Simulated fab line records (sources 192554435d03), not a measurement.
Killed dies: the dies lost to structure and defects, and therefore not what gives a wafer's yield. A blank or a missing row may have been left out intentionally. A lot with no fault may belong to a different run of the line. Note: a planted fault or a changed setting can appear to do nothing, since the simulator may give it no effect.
fab line records	flow n5Finfet
record lots=8	wafers=24	lastDay=19
route steps=1938 shown BEOL_M3@954 BEOL_M4@1111 PASSIVATION@1936
lots that met no fault: taken from a fault-free run of the same line
startH: start of the lot's first displayed wafer, in hours after the record's first day	waitH: time in hours since the lot's previous step	" unchanged from the row above	L1.1+2: a row that stands for several wafers	- no value present, or no start provided	* or withheld: withheld	< > ~ a bound
route shown NAME@n: names a module that has steps shown in the file, with the first one's number in the route	usual: mean/standard deviation taken from wafers without a fault	same: alike in all rows	chamber/n: place in a boat	sites: per-site readings	_std_site: the standard deviation of these	_edge_site: mean of outer sites minus mean of inner sites	radiusMm: for every site, how far away it sits from the centre of the wafer	mask NAME#n: copy n	behind: the most recent tool/chamber to have shaped the wafer	hold: why the lot went on hold/how many hours it stayed there/how the hold came to an end	device: transistor that didn't switch, given as n, p or np	end of line: the same wafers' tests at the end of the route	where a step has no rows: the recipe by itself	killed: the dies lost at the first sort to structure and to defects; this is not the yield of the wafer	map: a wafer's dies, marking killed ones x, the rest . and places with no die _
set.NAME: the setting as run; set.NAME@STEP: as run at that earlier step	model.NAME: the simulator's own value behind a step, which no gauge read
the route's steps for a sample of lots (tables are steps, rows are wafers)
services: from which hour (startH, from the record's first day; less than 0 if before it) a tool's chamber was out of use, for how many hours, and why
## steps
# step N5_BEOL_M3_HM_OPEN_17
# recipe chemistry=Cl2/BCl3	targetDepthA=200	overetchA=60	target=TiN	maskMaterial=SOC	ionEnergyEv=150	pressureMtorr=10	icpW=1000	biasW=126	Cl2_flow_sccm=53.25	bcl3FlowSccm=21.75	Ar_flow_sccm=25
# usual biasW=125.9/0.35	drypumpMotorCurrentA=5.6/0.58	oesProductAu=0.67/0.09	throttleValvePct=22.09/0.21
lot.wafer	tool	chamber	startH	waitH	biasW	drypumpMotorCurrentA	oesProductAu	rfHoursCounterH	throttleValvePct
L277.3	rieMetal-03	0	178.58	0.1	125.6	5.1	0.69	-	22.38
L277.4	"	1	"	"	125.7	6.0	0.55	-	21.99
L277.5	"	0	"	"	125.8	5.2	0.68	-	22.37
L275.1	rieMetal-01	1	181.53	0.0	126.5	5.7	0.69	30	21.78
L275.4	"	1	"	"	125.9	5.7	0.68	-	21.80
L275.5	"	1	"	"	126.8	5.7	0.68	-	21.79
L280.2	rieMetal-02	1	190.73	0.0	126.2	6.4	0.77	15	22.22
L280.4	"	0	"	"	125.8	4.8	0.53	-	21.98
L280.6	"	1	"	"	125.9	6.4	0.76	-	22.22
L285.1	rieMetal-02	1	255.38	0.0	125.9	6.4	0.73	22	22.25
L285.3	"	1	"	"	126.1	6.4	0.73	-	22.26
L285.6	"	1	"	"	126.2	6.4	0.74	-	22.23
L287.3	rieMetal-03	1	256.78	0.1	126.2	6.0	0.55	-	21.99
L287.4	"	0	"	"	126.2	5.1	0.67	-	22.39
L287.5	"	1	"	"	126.0	6.0	0.55	-	21.99
L289.1	rieMetal-03	1	262.70	0.0	126.6	6.0	0.54	109	22.01
L289.3	"	1	"	"	126.4	6.0	0.54	-	22.00
L289.4	"	0	"	"	126.1	5.2	0.67	-	22.40
L290.1	rieMetal-02	0	263.98	0.0	125.7	4.8	0.85	0	21.79
L290.2	"	1	"	"	125.7	6.4	0.72	23	22.25
L290.6	"	0	"	"	126.3	4.8	0.84	-	21.77
L296.1	rieMetal-03	1	290.98	0.0	125.8	6.0	0.53	112	22.03
L296.2	"	0	"	"	125.6	5.2	0.66	43	22.43
L296.4	"	0	"	"	125.6	5.1	0.66	-	22.42
# step N5_BEOL_M3_ETCH_70
# recipe chemistry=N2/H2	target=SOC	targetDepthA=800	overetchA=160	maskMaterial=SiARC	tempC=40	timeS=120	ionEnergyEv=200	pressureMtorr=30	sourceW=840	biasW=150	n2FlowSccm=200	h2FlowSccm=200
# usual biasW=150.0/0.44	drypumpMotorCurrentA=5.7/0.48	n2FlowSccm=200.1/0.64	oesProductAu=0.60/0.057	rfFwdPowerW=835.1/2.6	rfVppV=523.6/2.3	showerheadPlenumPTorr=2.53/0.084	throttleValvePct=17.87/0.22
lot.wafer	tool	chamber	startH	waitH	biasW	drypumpMotorCurrentA	n2FlowSccm	oesProductAu	rfFwdPowerW	rfHoursCounterH	rfVppV	showerheadPlenumPTorr	throttleValvePct
L277.3	rieDiel-04	2	196.50	0.0	150.8	5.5	200.3	0.59	838.3	134	521.5	2.43	17.52
L277.4	"	1	"	"	149.4	5.7	201.3	0.65	836.7	61	522.8	2.47	17.86
L277.5	"	0	"	"	150.3	5.8	200.1	0.53	835.6	-	524.3	2.52	18.17
L275.1	rieDiel-01	2	201.82	0.0	149.9	5.1	200.1	0.64	833.2	54	527.1	2.60	17.69
L275.4	"	3	"	"	151.1	6.3	199.7	0.68	834.1	-	523.2	2.47	17.65
L275.5	"	1	"	"	150.1	6.2	200.3	0.54	833.2	-	526.8	2.62	17.83
L280.2	rieDiel-01	2	205.02	0.0	150.0	5.1	199.3	0.64	835.7	55	525.3	2.59	17.68
L280.4	"	1	"	"	149.9	6.1	200.4	0.53	834.1	-	526.2	2.62	17.82
L280.6	"	2	"	"	150.2	5.1	199.3	0.63	836.4	-	525.9	2.59	17.70
L285.1	rieDiel-01	1	269.46	0.0	150.1	6.2	200.3	0.53	1043.1	228	490.2	2.61	17.87
L285.3	"	3	"	"	150.3	6.3	199.2	0.65	1036.4	56	485.7	2.46	17.68
L285.6	"	1	"	"	150.8	6.2	200.9	0.52	1036.0	-	488.5	2.61	17.87
L287.3	rieDiel-01	1	272.92	0.0	149.7	6.2	199.3	0.53	1037.8	229	488.8	2.61	17.87
L287.4	"	1	"	"	149.4	6.1	199.6	0.53	1038.5	-	490.3	2.61	17.86
L287.5	"	0	"	"	150.4	6.1	199.5	0.68	1040.1	-	490.3	2.62	18.01
L289.1	rieDiel-04	1	277.63	0.0	150.0	5.8	200.2	0.63	838.9	90	522.4	2.46	17.91
L289.3	"	3	"	"	150.6	5.9	200.4	0.54	832.9	246	523.0	2.51	18.24
L289.4	"	2	"	"	150.3	5.5	199.7	0.57	839.1	160	520.3	2.42	17.56
L290.1	rieDiel-04	3	283.26	0.0	149.1	5.9	200.4	0.53	835.1	249	521.9	2.51	18.25
L290.2	"	2	"	"	150.8	5.5	200.9	0.57	832.5	163	522.3	2.42	17.57
L290.6	"	1	"	"	150.1	5.7	200.9	0.62	836.3	-	522.9	2.46	17.90
L296.1	rieDiel-05	2	307.59	0.0	149.0	5.5	199.8	0.57	837.9	179	520.9	2.41	17.71
L296.2	"	0	"	"	149.4	4.7	200.0	0.53	835.2	234	526.4	2.63	18.14
L296.4	"	1	"	"	150.0	5.8	199.8	0.63	833.3	91	525.8	2.68	18.15
# step N5_BEOL_M3_ETCH_41
# recipe chemistry=CH3F/O2	target=SiCN	targetDepthA=299	taperDeg=2	timeS=52.5	ionEnergyEv=120	maskMaterial=TiN	pressureMtorr=30	sourceW=395	biasW=75	Ar_flow_sccm=150	CH3F_flow_sccm=30	O2_flow_sccm=20
# usual CH3F_flow_sccm=30.02/0.095	biasW=75.01/0.21	drypumpMotorCurrentA=5.7/0.48	oesProductAu=0.79/0.075	rfFwdPowerW=390.8/1.5	rfVppV=297.3/1.5	showerheadPlenumPTorr=1.99/0.055	throttleValvePct=16.39/0.18
lot.wafer	tool	chamber	startH	waitH	CH3F_flow_sccm	biasW	drypumpMotorCurrentA	oesProductAu	rfFwdPowerW	rfHoursCounterH	rfVppV	showerheadPlenumPTorr	throttleValvePct
L277.3	rieDiel-04	2	-	-	30.02	75.36	5.5	0.77	392.1	135	295.3	1.93	16.23
L277.4	"	1	"	"	30.24	75.14	5.7	0.85	392.8	61	297.1	1.94	16.26
L277.5	"	0	"	"	30.03	75.33	5.8	0.70	392.6	-	297.4	1.97	16.57
L275.1	rieDiel-01	2	-	-	30.10	74.70	5.1	0.85	387.6	54	296.7	2.03	16.10
L275.4	"	3	"	"	30.04	75.38	6.3	0.88	389.9	-	297.1	1.97	16.35
L275.5	"	1	"	"	30.06	74.78	6.2	0.71	388.9	-	298.7	2.05	16.24
L280.2	rieDiel-01	2	-	-	30.03	74.67	5.1	0.83	389.5	55	298.2	2.03	16.10
L280.4	"	1	"	"	30.02	75.01	6.2	0.71	391.0	-	298.7	2.05	16.25
L280.6	"	2	"	"	29.94	74.96	5.1	0.84	389.2	-	298.6	2.03	16.09
L285.1	rieDiel-01	1	-	-	29.98	75.04	6.1	0.70	392.1	228	298.2	2.04	16.29
L285.3	"	3	"	"	29.99	75.02	6.4	0.85	390.0	56	295.6	1.97	16.38
L285.6	"	1	"	"	29.82	74.95	6.1	0.70	391.2	-	298.6	2.04	16.28
L287.3	rieDiel-01	1	-	-	29.82	74.92	6.1	0.70	392.1	229	299.5	2.04	16.30
L287.4	"	1	"	"	29.88	74.96	6.1	0.70	392.1	-	298.7	2.04	16.29
L287.5	"	0	"	"	30.03	74.64	6.1	0.93	392.7	-	297.9	2.05	16.37
L289.1	rieDiel-04	1	-	-	30.09	75.15	5.7	0.82	392.2	90	296.0	1.94	16.34
L289.3	"	3	"	"	29.97	75.19	5.8	0.69	387.9	246	295.7	1.99	16.83
L289.4	"	2	"	"	29.97	74.99	5.5	0.75	392.1	160	296.5	1.92	16.26
L290.1	rieDiel-04	3	-	-	30.10	75.08	5.8	0.70	390.4	249	297.8	1.99	16.82
L290.2	"	2	"	"	29.96	74.90	5.5	0.76	391.5	163	294.6	1.92	16.27
L290.6	"	1	"	"	30.00	75.04	5.7	0.82	390.7	-	296.2	1.93	16.36
L296.1	rieDiel-05	2	-	-	29.94	75.09	5.6	0.74	389.2	179	296.9	1.92	16.51
L296.2	"	0	"	"	30.10	75.20	4.7	0.68	389.5	234	297.6	2.05	16.55
L296.4	"	1	"	"	30.05	75.11	5.9	0.83	391.1	91	299.4	2.11	16.54
# step N5_BEOL_M3_STRIP_97
# recipe chemistry=N2/H2	timeS=10	powerW=450	tempC=40	pressureMtorr=20	rfFrequencyHz=6e+07	biasPowerW=7	n2FlowSccm=200	h2FlowSccm=200
# usual drypumpMotorCurrentA=5.7/0.48	n2FlowSccm=199.9/0.55	oesProductAu=0.79/0.077	rfVppV=59.1/0.91	showerheadPlenumPTorr=2.53/0.085	throttleValvePct=23.71/0.28
lot.wafer	tool	chamber	startH	waitH	drypumpMotorCurrentA	n2FlowSccm	oesProductAu	rfHoursCounterH	rfVppV	showerheadPlenumPTorr	throttleValvePct
L277.3	rieDiel-04	2	-	-	5.5	200.1	0.76	135	58.6	2.43	23.16
L277.4	"	1	"	"	5.8	200.4	0.85	61	58.3	2.47	23.85
L277.5	"	0	"	"	5.8	200.9	0.70	-	59.1	2.52	24.05
L275.1	rieDiel-01	2	-	-	5.1	200.5	0.84	54	58.6	2.59	23.51
L275.4	"	3	"	"	6.3	201.1	0.88	-	61.4	2.47	23.36
L275.5	"	1	"	"	6.1	200.4	0.70	-	58.0	2.61	23.70
L280.2	rieDiel-01	2	-	-	5.1	200.1	0.83	55	58.3	2.59	23.53
L280.4	"	1	"	"	6.2	199.8	0.71	-	60.8	2.61	23.69
L280.6	"	2	"	"	5.1	200.4	0.83	-	59.5	2.59	23.51
L285.1	rieDiel-01	1	-	-	6.2	200.7	0.70	228	58.1	2.61	23.71
L285.3	"	3	"	"	6.3	199.6	0.86	56	60.6	2.46	23.41
L285.6	"	1	"	"	6.2	200.7	0.70	-	59.0	2.61	23.72
L287.3	rieDiel-01	1	-	-	6.2	199.5	0.70	229	59.6	2.61	23.72
L287.4	"	1	"	"	6.2	199.4	0.70	-	60.2	2.61	23.72
L287.5	"	0	"	"	6.1	200.1	0.93	-	59.8	2.62	23.98
L289.1	rieDiel-04	1	-	-	5.8	199.4	0.83	90	59.1	2.46	23.89
L289.3	"	3	"	"	5.9	199.6	0.68	246	58.4	2.51	23.94
L289.4	"	2	"	"	5.5	199.7	0.74	160	58.4	2.42	23.21
L290.1	rieDiel-04	3	-	-	5.9	200.0	0.69	249	59.8	2.51	23.93
L290.2	"	2	"	"	5.5	199.5	0.75	163	57.8	2.42	23.22
L290.6	"	1	"	"	5.8	200.2	0.82	-	58.1	2.46	23.90
L296.1	rieDiel-05	2	-	-	5.5	200.0	0.73	179	58.6	2.40	23.43
L296.2	"	0	"	"	4.8	200.1	0.69	234	60.4	2.63	23.88
L296.4	"	1	"	"	5.9	199.9	0.84	91	60.1	2.67	24.14
# step N5_BEOL_M4_RC_MEAS_101
# usual DIBL_N=36.3/1.6	DIBL_P=36.4/2.1	IOFF_N=0.16/0.032	IOFF_P=0.22/0.044	ION_N=675/12	ION_P=463/8.3	SS_N=71.6/0.64	SS_P=73.3/0.67	VT_N=250/3.3	VT_P=-250/3.7
lot.wafer	tool	chamber	startH	waitH	DIBL_N[mV/V]	DIBL_P[mV/V]	IOFF_N[nA/um]	IOFF_P[nA/um]	ION_N[uA/um]	ION_P[uA/um]	SS_N[mV/dec]	SS_P[mV/dec]	VT_N[mV]	VT_P[mV]
L277.3	prober-02	0	226.43	0.3	38.8	38.2	0.18	0.23	684	466	71.7	73.9	252	-247
L277.4	"	0	"	"	35.0	33.1	0.12	0.16	666	455	70.6	73.1	256	-255
L277.5	"	0	"	"	36.4	35.1	0.15	0.20	686	464	71.9	73.5	251	-251
L275.1	prober-01	0	227.39	0.0	33.7	33.5	0.13	0.19	671	471	71.2	72.6	252	-249
L275.4	"	0	"	"	33.8	33.5	0.12	0.19	659	464	71.0	73.0	254	-249
L275.5	"	0	"	"	35.0	35.4	0.15	0.22	664	463	71.5	72.8	250	-251
L280.2	prober-01	0	231.91	0.2	35.5	36.4	0.16	0.22	679	465	71.4	73.5	248	-251
L280.4	"	0	"	"	35.7	36.0	0.15	0.21	668	457	71.8	72.9	251	-248
L280.6	"	0	"	"	34.7	34.5	0.13	0.18	663	451	71.7	73.5	253	-250
L285.1	prober-02	0	287.00	0.0	33.7	32.9	0.13	0.20	674	469	71.2	71.8	250	-247
L285.3	"	0	"	"	38.6	38.7	0.22	0.29	694	472	72.7	74.4	243	-245
L285.6	"	0	"	"	35.6	35.8	0.17	0.26	696	479	71.5	73.3	249	-244
L287.3	prober-01	0	291.43	0.3	33.4	34.7	0.13	0.18	657	454	71.0	72.7	252	-250
L287.4	"	0	"	"	35.7	36.9	0.16	0.22	672	461	71.3	73.6	250	-250
L287.5	"	0	"	"	36.9	39.4	0.19	0.26	668	463	72.0	74.2	247	-248
L289.1	prober-02	0	306.11	0.7	34.7	35.1	0.14	0.20	663	458	71.4	73.7	253	-253
L289.3	"	0	"	"	33.1	33.9	0.11	0.18	651	457	71.3	73.1	257	-252
L289.4	"	0	"	"	35.3	35.8	0.15	0.20	668	462	71.0	74.1	251	-251
L290.1	prober-02	0	309.94	0.0	36.4	36.7	0.16	0.23	685	475	71.0	73.9	249	-249
L290.2	"	0	"	"	34.7	33.9	0.13	0.19	669	460	70.9	72.7	251	-249
L290.6	"	0	"	"	35.0	33.9	0.14	0.20	676	463	71.5	72.5	251	-248
L296.1	prober-02	0	354.48	0.0	35.4	36.1	0.13	0.16	665	456	71.8	72.6	254	-253
L296.2	"	0	"	"	34.7	35.6	0.13	0.16	662	456	71.1	73.2	252	-256
L296.4	"	0	"	"	40.7	41.8	0.24	0.26	697	463	73.0	74.2	245	-247
# step N5_PASSIVATION_PROBE_49
# usual defectLimitedYield=91.4/1.2	killed_at_M0_to_M3=35/11	killed_at_M4_up=14/6	killedAtContacts=12/6.7	killedAtFrontEnd=37/9.7	killedAtOther=3.5/2.5	killedDies=102/15	killedOpen=67/12	killedShort=33/7.3	sort_bin_5_function=5.1/0.81	sort_bin_6_memory=3.2/0.65	sortNPass=1078/15	sortYieldPct=91.4/1.2
# same grossDies=1180	killedAtBackSide=0	sort_bin_4_leakage[%]=0	sort_bin_8_speed[%]=0
lot.wafer	tool	chamber	startH	waitH	defectLimitedYield[%]	killed_at_M0_to_M3	killed_at_M4_up	killedAtContacts	killedAtFrontEnd	killedAtOther	killedDies	killedOpen	killedShort	sort_bin_5_function[%]	sort_bin_6_memory[%]	sortNPass	sortYieldPct[%]
L287.3	prober-02	-	389.74	0.1	92.9	32	18	8	24	2	84	68	15	4.3	2.6	1096	92.9
L287.4	prober-02	-	389.79	0.2	92.0	33	18	5	34	4	94	55	37	4.7	3.0	1086	92.0
L287.5	prober-02	-	389.84	0.2	92.3	32	22	6	28	3	91	61	30	4.8	2.5	1089	92.3
# killed by level:class
L287.3 BEOL_M4:geometricParticle:open=13 BEOL_M1:geometricParticle:open=10 MOL_CONTACT_COAG:geometricParticle:open=8 BEOL_M0:geometricParticle:open=6 FIN_SAQP:geometricParticle:open=5 DUMMY_GATE:geometricParticle:open=5 BEOL_M3:geometricParticle:open=5 STARTING-WAFER:geometricParticle:open=5
L287.4 BEOL_M0_SAQP:geometricParticle:short=8 FIN_SAQP:geometricParticle:short=7 BEOL_M4:geometricParticle:open=6 STI_FIN_REVEAL:geometricParticle:open=5 BEOL_M0_SAQP:geometricParticle:open=5 BEOL_M8:geometricParticle:open=5 BEOL_M1:geometricParticle:short=5 BEOL_M1:geometricParticle:open=5
L287.5 BEOL_M0:geometricParticle:open=10 FIN_SAQP:geometricParticle:open=9 BEOL_M4:geometricParticle:open=6 BEOL_M1:geometricParticle:open=5 STARTING-WAFER:geometricParticle:short=5 DUMMY_GATE:geometricParticle:open=4 MOL_CONTACT_COAG:geometricParticle:open=4 BEOL_M0_SAQP:geometricParticle:open=4
## services
tool	chamber	startH	hours	kind
rieDiel-01	3	160.50	4.9	repair
rieDiel-01	0	198.60	-	clean
rieDiel-01	0	198.60	-	consumableReplace:focusRing
rieDiel-01	0	198.60	23.9	scheduledDown
rieDiel-01	0	198.60	23.9	ventCycle
rieMetal-02	1	199.28	6.9	repair
rieDiel-04	2	222.58	4.9	repair
rieDiel-05	-	223.92	0.2	repair
rieDiel-01	-	240.37	5.9	repair
rieMetal-02	0	244.00	-	clean
rieMetal-02	0	244.00	18.0	scheduledDown
rieMetal-02	0	244.00	18.0	ventCycle
rieDiel-01	2	252.91	26.0	repair
rieDiel-01	-	253.32	6.4	repair
rieDiel-04	0	277.96	-	clean
rieDiel-04	0	277.96	-	consumableReplace:focusRing
rieDiel-04	0	277.96	19.5	scheduledDown
rieDiel-04	0	277.96	19.5	ventCycle
rieDiel-04	3	297.44	-	clean
rieDiel-04	3	297.44	-	consumableReplace:focusRing
rieDiel-04	3	297.44	27.5	scheduledDown
rieDiel-04	3	297.44	27.5	ventCycle
rieDiel-01	0	301.70	3.2	repair
## key
firstSign step=N5_BEOL_M3_ETCH_70	reading=rfFwdPowerW	direction=up	sigmas=79	usual=*	struck=*
effect step=N5_BEOL_M3_ETCH_70	reading=rfVppV	direction=down	sigmas=15	usual=523.6	struck=489.0
metAt N5_BEOL_M3_ETCH_70
struckLots L285,L287
notActingAt N5_BEOL_M3_HM_OPEN_17,N5_BEOL_M3_ETCH_41,N5_BEOL_M3_STRIP_97
onsetBetween 205.02 269.46
fault kind=processParameterDrift	tool=rieDiel-01	chamber=-	onsetH=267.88	steps=N5_BEOL_M3_ETCH_70	channel=sourceW	offset=201.6	shape=step	endH=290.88	actsIn=theseRecipesOnly	stated=840
